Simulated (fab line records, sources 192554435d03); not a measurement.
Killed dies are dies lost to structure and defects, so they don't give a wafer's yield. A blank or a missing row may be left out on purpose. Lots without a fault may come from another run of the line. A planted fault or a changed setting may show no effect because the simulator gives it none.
Which tool did it? | flow n5_finfet | 12 lots, 36 wafers sampled, at 2 steps of a route of 1938

WHAT THE GAUGES READ, wafer by wafer
N5_BEOL_M4_CD_MEAS_28: target cd 26.2 nm, target cd y 24.1 nm.
lot  | measured     | on        | cd_nm (nm)
L075 | day 7 23:10  | cd_sem-03 | 26.31 26.52 26.71
L076 | day 8 08:37  | cd_sem-01 | 25.53 26.10 25.85
L079 | day 8 18:35  | cd_sem-03 | 26.01 26.17 26.16
L081 | day 9 12:59  | cd_sem-03 | 26.11 26.52 26.42
L083 | day 9 23:11  | cd_sem-01 | 26.24 26.32 26.51
L085 | day 10 13:22 | cd_sem-02 | 26.15 25.96 26.03
L088 | day 11 01:23 | cd_sem-03 | 25.96 26.30 26.12
L087 | day 11 06:19 | cd_sem-02 | 26.24 26.34 26.14
L091 | day 11 12:11 | cd_sem-01 | 26.55 26.23 26.20
L092 | day 12 03:08 | cd_sem-03 | 26.42 26.20 26.11
L095 | day 13 05:53 | cd_sem-03 | 26.01 26.21 26.29
L097 | day 13 16:10 | cd_sem-03 | 26.28 26.57 26.31

WHICH TOOL RAN EACH LOT (tool, then ch and the chambers of the sampled wafers, then the start)
lot  | N5_BEOL_M3_SPUTTER_94
L075 | pvd_sputter-03, day 7 18:18
L076 | pvd_sputter-03, day 8 00:33
L079 | pvd_sputter-03, day 8 13:53
L081 | pvd_sputter-02, day 9 08:26
L083 | pvd_sputter-02, day 9 18:11
L085 | pvd_sputter-01, day 10 07:52
L088 | pvd_sputter-02, day 10 22:21
L087 | pvd_sputter-03, day 11 01:47
L091 | pvd_sputter-02, day 11 08:11
L092 | pvd_sputter-03, day 11 23:57
L095 | pvd_sputter-02, day 13 00:25
L097 | pvd_sputter-02, day 13 12:53
- N5_BEOL_M3_SPUTTER_94: material Cu, target thk 4.5 nm, time 8.29 s.

THE ANSWER, worked out from the rows above alone
Rule: what is usual is taken from the lots themselves. Put in order of their means at a reading, lots are off if they are a third of the lots or fewer, leave a main group of 4 or more, and stand apart from it by a gap of 3 or more times the standard deviation of the main group's means; of several such gaps the widest counts. A main group whose means are all the same, to the digits that the tables above print for the reading, isn't used. A lot without any number at a reading at which 4 lots or more have one is off too. The other lots that the step has rows for count as sound.
No lot is off at any reading shown: from this, nothing can be told.

WHAT THE SIMULATOR HAD PUT IN
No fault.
